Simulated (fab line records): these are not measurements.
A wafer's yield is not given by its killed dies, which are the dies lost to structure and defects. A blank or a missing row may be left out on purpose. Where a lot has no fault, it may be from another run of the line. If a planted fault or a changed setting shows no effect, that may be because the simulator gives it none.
Chamber matching :: flow n5Finfet :: aldMetal-03 running N5_BEOL_M3_ALD_84: 4 sister chambers
The step deposits TaN, pulse time 2 s, purge time 3 s, co reactant purge time 2 s. 8 wafers are shown with their chamber, then 11 later ones without.

== WAFERS PAIRED WITH THEIR CHAMBERS ==
wafer: L089.2
chamber: 0
heaterPowerW (W): 354
heaterPowerOuterW (W): 210

wafer: L089.5
chamber: 3
heaterPowerW (W): 310
heaterPowerOuterW (W): 177

wafer: L087.1
chamber: 2
heaterPowerW (W): 506
heaterPowerOuterW (W): 275

wafer: L087.5
chamber: 1
heaterPowerW (W): 402
heaterPowerOuterW (W): 214

wafer: L090.4
chamber: 1
heaterPowerW (W): 406
heaterPowerOuterW (W): 216

wafer: L090.5
chamber: 0
heaterPowerW (W): 361
heaterPowerOuterW (W): 205

wafer: L090.6
chamber: 3
heaterPowerW (W): 306
heaterPowerOuterW (W): 175

wafer: L091.2
chamber: 2
heaterPowerW (W): 498
heaterPowerOuterW (W): 271

== WAFERS WITHOUT THEIR CHAMBER ==
wafer: L091.4
heaterPowerW (W): 369
heaterPowerOuterW (W): 208

wafer: L091.6
heaterPowerW (W): 354
heaterPowerOuterW (W): 214

wafer: L094.1
heaterPowerW (W): 414
heaterPowerOuterW (W): 215

wafer: L094.2
heaterPowerW (W): 318
heaterPowerOuterW (W): 179

wafer: L094.6
heaterPowerW (W): 402
heaterPowerOuterW (W): 218

wafer: L096.1
heaterPowerW (W): 505
heaterPowerOuterW (W): 272

wafer: L096.2
heaterPowerW (W): 326
heaterPowerOuterW (W): 181

wafer: L096.4
heaterPowerW (W): 402
heaterPowerOuterW (W): 221

wafer: L097.1
heaterPowerW (W): 401
heaterPowerOuterW (W): 219

wafer: L097.2
heaterPowerW (W): 307
heaterPowerOuterW (W): 175

wafer: L097.4
heaterPowerW (W): 324
heaterPowerOuterW (W): 179

== EACH ONE'S CHAMBER ==
wafer: L091.4
from the rows above: 0
in truth: 0

wafer: L091.6
from the rows above: 0
in truth: 0

wafer: L094.1
from the rows above: 1
in truth: 1

wafer: L094.2
from the rows above: 3
in truth: 3

wafer: L094.6
from the rows above: 1
in truth: 1

wafer: L096.1
from the rows above: 2
in truth: 2

wafer: L096.2
from the rows above: 3
in truth: 3

wafer: L096.4
from the rows above: 1
in truth: 1

wafer: L097.1
from the rows above: 1
in truth: 1

wafer: L097.2
from the rows above: 3
in truth: 3

wafer: L097.4
from the rows above: 3
in truth: 3
Correctly placed: 11 of 11. Number that these rows cannot place: 0. Wrongly placed: 0.
How it was worked out, from the rows above alone: a wafer's distance from a chamber is the root of the sum, over the readings, of the square of ((its reading less the chamber's mean) divided by the reading's scatter). If the next closest chamber is less than 2 further off than the closest, the wafer can't be placed; otherwise it belongs to the closest. The mean given for a chamber averages the wafers shown for that chamber. The scatter: the root of (the sum of the squares of (reading less its chamber's mean) over the shown wafers, divided by (wafers less chambers)).
